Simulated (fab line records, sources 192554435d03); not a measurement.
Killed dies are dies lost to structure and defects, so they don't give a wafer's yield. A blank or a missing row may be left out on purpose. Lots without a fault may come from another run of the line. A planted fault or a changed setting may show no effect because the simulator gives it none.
Split-lot experiment | flow n5_finfet | 7 lots, 39 wafers read, on a route of 1938 steps

THE SPLIT
At N5_BEOL_M0_SAQP_HM_DEP_111 (deposits SiO2 from SiH4/N2O, target thk 12 nm, time 7.2 s), the setting time_s was moved away from the recipe's 7.2 s on 18 of the 39 wafers read, by -35.6% to +57.2%. The other wafers ran this setting at the recipe's value.

FROM THE SPLIT TO THE READING: what the file shows between them, 4 steps
- N5_BEOL_M0_SAQP_COAT_81: time 60 s, resist thk 100 nm
- N5_BEOL_M0_SAQP_COAT_82: time 60 s, resist thk 30 nm
- N5_BEOL_M0_SAQP_ETCH_84: etches SOC in N2/H2, target depth 100 nm, overetch 20 nm, time 150 s
- N5_BEOL_M0_SAQP_STRIP_80: strips in N2/H2

THE READING
etch.depth_nm (the simulator's own value, which no gauge read), in nm, at N5_BEOL_M0_SAQP_HM_OPEN_112 (chemistry CHF3/O2, target SiO2, stops on a-Si, target depth 12 nm, time 13.5 s). The file gives no usual value for it. The 21 wafers here that ran the recipe average 11.895 nm, standard deviation 0.25 nm.

wafer  | tool, chamber at the split | time_s as run, s | against the recipe | etch.depth_nm, nm | against lot-mates on the recipe
L083.1 | pecvd-02, 0,2              | 10.52            | +46.1%             | 17.46             | +5.447
L083.2 | pecvd-02, 0,2              | 10.52            | +46.1%             | 17.47             | +5.457
L083.3 | pecvd-02, 1                | 7.2              | recipe             | 11.84             | -
L083.4 | pecvd-02, 1                | 7.2              | recipe             | 12                | -
L083.5 | pecvd-02, 0                | 7.2              | recipe             | 12.2              | -
L083.6 | pecvd-02, 2                | 10.52            | +46.1%             | 17.73             | +5.717
L086.1 | pecvd-02, 2,1              | 7.2              | recipe             | 11.96             | -
L086.2 | pecvd-02, 0                | 4.635            | -35.6%             | 7.619             | -4.504
L086.3 | pecvd-02, 2,1              | 7.2              | recipe             | 12.01             | -
L086.4 | pecvd-02, 2,1              | 4.635            | -35.6%             | 7.884             | -4.239
L086.5 | pecvd-02, 0                | 7.2              | recipe             | 12.4              | -
L086.6 | pecvd-02, 2,1              | 4.635            | -35.6%             | 7.827             | -4.296
L088.1 | pecvd-04, 1                | 7.2              | recipe             | 11.48             | -
L088.2 | pecvd-04, 2                | 7.2              | recipe             | 11.75             | -
L088.3 | pecvd-04, 2,1              | 11.02            | +53.1%             | 18.12             | +6.427
L088.4 | pecvd-04, 1                | 11.02            | +53.1%             | 18.03             | +6.337
L088.5 | pecvd-04, 2,1              | 11.02            | +53.1%             | 18.11             | +6.417
L088.6 | pecvd-04, 2                | 7.2              | recipe             | 11.85             | -
L089.1 | pecvd-04, 1                | 7.2              | recipe             | 11.46             | -
L089.2 | pecvd-04, 2                | 5.43             | -24.6%             | 8.721             | -2.776
L089.3 | pecvd-04, 1                | 5.43             | -24.6%             | 8.495             | -3.002
L089.4 | pecvd-04, 2                | 5.43             | -24.6%             | 8.799             | -2.698
L089.5 | pecvd-04, 2                | 7.2              | recipe             | 11.71             | -
L089.6 | pecvd-04, 1                | 7.2              | recipe             | 11.32             | -
L094.1 | pecvd-02, 1                | 7.2              | recipe             | 11.88             | -
L094.2 | pecvd-02, 0,1              | 5.801            | -19.4%             | 9.669             | -2.294
L094.3 | pecvd-02, 0                | 5.801            | -19.4%             | 9.835             | -2.128
L094.4 | pecvd-02, 0,1              | 5.801            | -19.4%             | 9.523             | -2.440
L094.5 | pecvd-02, 1                | 7.2              | recipe             | 11.85             | -
L094.6 | pecvd-02, 0                | 7.2              | recipe             | 12.16             | -
L095.1 | pecvd-02, 2                | 11.32            | +57.2%             | 18.67             | +6.753
L095.2 | pecvd-02, 1                | 7.2              | recipe             | 11.89             | -
L095.3 | pecvd-02, 0                | 7.2              | recipe             | 12.04             | -
L095.4 | pecvd-02, 0,2              | 11.32            | +57.2%             | 18.85             | +6.933
L095.5 | pecvd-02, 1                | 7.2              | recipe             | 11.82             | -
L095.6 | pecvd-02, 0,2              | 11.32            | +57.2%             | 18.78             | +6.863
L097.2 | pecvd-04, 0,2              | 7.2              | recipe             | 12.06             | -
L097.3 | pecvd-04, 0,2              | 7.2              | recipe             | 11.93             | -
L097.6 | pecvd-04, 0                | 7.2              | recipe             | 12.18             | -
Where a row lists several chambers, the file gives one row for several wafers and doesn't say which wafer went through which chamber.

THE FIT
A straight line over all 39 wafers: etch.depth_nm changes by +0.12 nm for each +1% of time_s; r = +1.00; the points scatter about the line by 0.23 nm.
The same after taking each lot's own level away (the mean of its wafers on the recipe; 39 wafers): +0.12 nm for each +1%; r = +1.00; scatter 0.14 nm.
On that fit, the largest move of time_s shifts the reading by 6.9 nm.
The lots' own levels span 11.4967 to 12.1233 nm, that is 2.5 times the standard deviation above.
So the lot-to-lot level changes the slope little: the two slopes agree.
Check: with one of the wafers moved furthest among these (+57.2%) left out of the fit, the line predicts +6.88 nm for it against its lot-mates. It came out at +6.75 nm against them.

OTHER SPLITS ON THESE WAFERS
These wafers also went through other splits before the reading. Each is held against what the fit with the lots' levels taken away leaves over:
other split on the same wafers        | wafers away from the commonest value | r with etch.depth_nm (lot level and that fit taken away)
N5_FIN_SAQP_HM_DEP_03 target_thk_a    | 12                                   | -0.20
N5_ILD0_PRECLEAN_10 time_s            | 18                                   | -0.09
N5_HKMG_FIN_DEVELOP_11 develop_time_s | 12                                   | -0.07

THE WHOLE CHAIN: every reading that the file lists as answering this split, in the file's order
step                        | what it does                                                                   | reading                                                                                 | change (the file's fit)               | r (the file's)
N5_BEOL_M0_SAQP_HM_DEP_111  | deposits SiO2 from SiH4/N2O, target thk 12 nm, time 7.2 s                      | SiO2_of_BEOL_M0_SAQP_HM_DEP_111.thk_nm (the simulator's own value, which no gauge read) | +0.121 nm for each +1% of the setting | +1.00
N5_BEOL_M0_SAQP_HM_OPEN_112 | chemistry CHF3/O2, target SiO2, stops on a-Si, target depth 12 nm, time 13.5 s | etch.depth_nm (the simulator's own value, which no gauge read)                          | +0.12 nm for each +1% of the setting  | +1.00

THE FILE'S OWN FIT
etch.depth_nm changes by +0.12 nm for each +1% of time_s, r = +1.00.
